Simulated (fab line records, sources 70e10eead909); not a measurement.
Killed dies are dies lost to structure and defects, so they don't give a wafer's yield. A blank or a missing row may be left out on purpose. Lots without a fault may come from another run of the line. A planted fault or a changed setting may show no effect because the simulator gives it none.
Which tool did it? | flow nand_harc | 13 lots, 39 wafers sampled, at 5 steps of a route of 1159

WHAT THE GAUGES READ, wafer by wafer
NHARC_END_SORT_01. Usual: killed_at_array 31, standard deviation 12; killed_at_other 0.6, standard deviation 0.85; killed_at_periphery 3.0, standard deviation 2.3; killed_dies 35, standard deviation 12; killed_open 3.2, standard deviation 1.9; killed_short 1.8, standard deviation 1.4.
lot  | measured     | on        | killed_at_array | killed_at_other | killed_at_periphery | killed_dies | killed_open | killed_short | flag
L157 | day 22 04:41 | prober-01 | 675 673 676     | 1 2 1           | 1 2 0               | 677 677 677 | 4 3 1       | 2 1 0        | OFF
L159 | day 22 05:32 | prober-02 | 671 676 673     | 2 0 0           | 4 1 4               | 677 677 677 | 9 0 3       | 1 1 2        | OFF
L170 | day 24 23:37 | prober-02 | 26 22 20        | 0 0 2           | 2 0 3               | 28 22 25    | 5 1 7       | 0 2 2        |
L169 | day 25 07:42 | prober-01 | 41              | 3               | 4                   | 48          | 4           | 1            |

WHICH TOOL RAN EACH LOT (tool, then ch and the chambers of the sampled wafers, then the start)
lot  | NHARC_A_SLIT_ETCH_17             | NHARC_A_WL_FILL_ETCHBACK_05       | NHARC_A_WL_FILL_ALD_10           | NHARC_A_WL_FILL_CMP_12
L150 | har_etch-01 ch 0,1, day 14 15:53 | rie_metal-01 ch 0,1, day 15 10:08 | ald_hk-01 ch 1,2,3, day 15 16:55 | cmp-04 ch 0,1,3, day 16 08:37
L152 | har_etch-01 ch 0,1, day 15 01:59 | rie_metal-02 ch 1, day 15 19:28   | ald_hk-03 ch 1,2,3, day 15 22:08 | cmp-03 ch 0,1,3, day 16 13:40
L151 | har_etch-02 ch 0,1, day 15 03:25 | rie_metal-02 ch 1, day 15 16:40   | ald_hk-01 ch 0,2, day 15 22:08   | cmp-02 ch 0,2, day 16 13:45
L153 | har_etch-01 ch 0,1, day 16 07:02 | rie_metal-03 ch 0,1, day 16 21:19 | ald_hk-04 ch 0,1, day 17 02:43   | cmp-02 ch 0,1, day 17 18:02
L154 | har_etch-02 ch 0,1, day 16 08:11 | rie_metal-01 ch 0,1, day 17 03:05 | ald_hk-01 ch 0,1, day 17 05:35   | cmp-02 ch 1,2,3, day 18 04:44
L156 | har_etch-02 ch 0,1, day 16 21:00 | rie_metal-03 ch 0,1, day 17 11:26 | ald_hk-01 ch 2,3, day 17 16:55   | cmp-02 ch 0,3, day 18 08:45
L157 | har_etch-02 ch 0,1, day 17 02:16 | rie_metal-01 ch 0,1, day 17 17:53 | ald_hk-04 ch 1,2,3, day 18 00:55 | cmp-03 ch 0,1,2, day 18 16:40
L159 | har_etch-01 ch 0,1, day 17 03:55 | rie_metal-03 ch 0,1, day 17 20:41 | ald_hk-01 ch 0,1,2, day 18 02:27 | cmp-04 ch 0,1,2, day 18 16:36
L162 | har_etch-01 ch 0,1, day 18 09:50 | rie_metal-01 ch 0,1, day 19 00:10 | ald_hk-04 ch 1,3, day 19 05:32   | cmp-02 ch 0,2, day 19 22:31
L163 | har_etch-02 ch 0,1, day 18 13:55 | rie_metal-01 ch 0,1, day 19 03:31 | ald_hk-04 ch 0,1,3, day 19 09:49 | cmp-04 ch 0,3, day 20 04:32
L168 | har_etch-02 ch 0,1, day 19 02:13 | rie_metal-03 ch 0,1, day 19 19:49 | ald_hk-04 ch 0,3, day 19 23:47   | cmp-02 ch 0,1, day 20 14:21
L170 | har_etch-01 ch 0,1, day 20 03:58 | rie_metal-01 ch 0,1, day 20 18:23 | ald_hk-03 ch 0,1,3, day 21 03:49 | cmp-02 ch 2,3, day 21 18:07
L169 | har_etch-02 ch 0,1, day 20 04:47 | rie_metal-02 ch 0,1, day 20 22:01 | ald_hk-01 ch 0,1,2, day 21 03:22 | cmp-02 ch 0,1,3, day 21 18:46
- NHARC_A_SLIT_ETCH_17: etches the open film in C4F8/O2/Ar, time 1687.5 s, target depth 10100 nm.
- NHARC_A_WL_FILL_ETCHBACK_05: etches the open film in Cl2/BCl3, target depth 22 nm, time 60 s.
- NHARC_A_WL_FILL_ALD_10: deposits SiO2, target thk 50 nm, pulse time 10 s, ald cycles 500.
- NHARC_A_WL_FILL_CMP_12: polishes, t overpolish 30 s, target thk 75 nm.

WHAT THE TOOLS THEMSELVES READ (means of the sampled wafers that have a number; where no wafer has one, the mark that the record gives instead)
NHARC_A_SLIT_ETCH_17. Usual: drypump_motor_current_A 6.1 A, standard deviation 0.4; showerhead_plenum_p_Torr 3.69 Torr, standard deviation 0.13; throttle_valve_pct 32.046 %, standard deviation 0.0081.
lot  | tool        | drypump_motor_current_A (A) | showerhead_plenum_p_Torr (Torr) | throttle_valve_pct (%) | flag
L150 | har_etch-01 | 6.4                         | 3.55                            | 32.055                 |
L152 | har_etch-01 | 6.3                         | 3.56                            | 32.049                 |
L151 | har_etch-02 | 5.7                         | 3.81                            | 32.056                 |
L153 | har_etch-01 | 6.3                         | 3.55                            | 32.043                 |
L154 | har_etch-02 | 5.8                         | 3.81                            | 32.041                 |
L156 | har_etch-02 | 5.8                         | 3.81                            | 32.044                 |
L157 | har_etch-02 | 6.0                         | 3.79                            | 32.047                 |
L159 | har_etch-01 | 6.5                         | 3.54                            | 32.041                 |
L162 | har_etch-01 | 6.4                         | 3.54                            | 32.048                 |
L163 | har_etch-02 | 5.7                         | 3.80                            | 32.040                 |
L168 | har_etch-02 | 6.1                         | 3.78                            | 32.044                 |
L170 | har_etch-01 | 6.3                         | 3.53                            | 32.043                 |
L169 | har_etch-02 | 5.8                         | 3.79                            | 32.047                 |

NHARC_A_WL_FILL_ETCHBACK_05. Usual: drypump_motor_current_A 5.27 A, standard deviation 0.17; oes_product_au 1.002 a.u., standard deviation 0.01.
lot  | tool         | drypump_motor_current_A (A) | oes_product_au (a.u.) | flag
L150 | rie_metal-01 | 5.11                        | 0.995                 |
L152 | rie_metal-02 | 5.03                        | 0.988                 |
L151 | rie_metal-02 | 5.01                        | 0.992                 |
L153 | rie_metal-03 | 5.43                        | 1.008                 |
L154 | rie_metal-01 | 5.12                        | 1.000                 |
L156 | rie_metal-03 | 5.38                        | 1.014                 |
L157 | rie_metal-01 | 5.17                        | 0.997                 |
L159 | rie_metal-03 | 5.38                        | 1.020                 |
L162 | rie_metal-01 | 5.18                        | 1.009                 |
L163 | rie_metal-01 | 5.19                        | 0.999                 |
L168 | rie_metal-03 | 5.44                        | 1.007                 |
L170 | rie_metal-01 | 5.17                        | 1.000                 |
L169 | rie_metal-02 | 5.28                        | 0.988                 |

NHARC_A_WL_FILL_ALD_10. Usual: heater_power_outer_w 261 W, standard deviation 32; heater_power_w 464 W, standard deviation 68; precursor_pulse_height_rel 0.998, standard deviation 0.02.
lot  | tool      | heater_power_outer_w (W) | heater_power_w (W) | precursor_pulse_height_rel | flag
L150 | ald_hk-01 | 255                      | 462                | 0.988                      |
L152 | ald_hk-03 | 238                      | 421                | 1.004                      |
L151 | ald_hk-01 | 306                      | 593                | 1.004                      |
L153 | ald_hk-04 | 287                      | 485                | 1.008                      |
L154 | ald_hk-01 | 310                      | 602                | 0.988                      |
L156 | ald_hk-01 | 257                      | 465                | 1.013                      |
L157 | ald_hk-04 | -                        | -                  | -                          | OFF
L159 | ald_hk-01 | -                        | -                  | -                          | OFF
L162 | ald_hk-04 | 255                      | 419                | 0.996                      |
L163 | ald_hk-04 | 269                      | 454                | 1.014                      |
L168 | ald_hk-04 | 249                      | 423                | 1.002                      |
L170 | ald_hk-03 | 243                      | 433                | 1.007                      |
L169 | ald_hk-01 | 285                      | 521                | 0.992                      |

NHARC_A_WL_FILL_CMP_12. Usual: motor_current_A 11.9 A, standard deviation 1.1; overpolish_run_s 30.000 s, standard deviation 0.0095; time_to_endpoint_s 15.1 s, standard deviation 2.1.
lot  | tool   | motor_current_A (A) | overpolish_run_s (s) | time_to_endpoint_s (s) | flag
L150 | cmp-04 | 10.7                | 29.995               | 16.1                   |
L152 | cmp-03 | 13.0                | 30.001               | 16.5                   |
L151 | cmp-02 | 12.2                | 29.995               | 15.7                   |
L153 | cmp-02 | 11.6                | 29.988               | 10.3                   |
L154 | cmp-02 | 11.5                | 30.001               | 14.9                   |
L156 | cmp-02 | 11.3                | 30.002               | 15.3                   |
L157 | cmp-03 | 13.3                | 29.989               | 13.6                   |
L159 | cmp-04 | 10.6                | 30.010               | 16.1                   |
L162 | cmp-02 | 12.3                | 30.007               | 18.4                   |
L163 | cmp-04 | 10.8                | 29.994               | 14.3                   |
L168 | cmp-02 | 12.1                | 30.003               | 16.8                   |
L170 | cmp-02 | 11.5                | 30.000               | 17.1                   |
L169 | cmp-02 | 11.8                | 29.993               | 13.2                   |

THE ANSWER, worked out from the rows above alone
Rule: a lot is off if the mean of its wafers that have a number lies more than 3 standard deviations from the usual mean. A lot without any number at a reading at which 4 lots or more have one is off too. The other lots that the step has rows for count as sound. The gauges are gone through in route order, then the tools' own readings, and for those a lot's mean is taken as printed above. The first step at which some lot is off is used, and at that step the reading that is off furthest; a lot without a number counts as furthest.
Off: L157, L159, at NHARC_END_SORT_01 (killed_at_array). Neither off nor sound, because the step has no rows for them: L150, L152, L151, L153, L154, L156, L162, L163, L168.
A tool fits if, at a process step before that reading, it ran every lot that is off, and no sound lot after the first of them. The gauges at NHARC_END_SORT_01 aren't tried: what is off there is off at NHARC_A_WL_FILL_ALD_10 too, on other tools, and a gauge's error can't cause that. None of those tried fits.

WHAT THE SIMULATOR HAD PUT IN
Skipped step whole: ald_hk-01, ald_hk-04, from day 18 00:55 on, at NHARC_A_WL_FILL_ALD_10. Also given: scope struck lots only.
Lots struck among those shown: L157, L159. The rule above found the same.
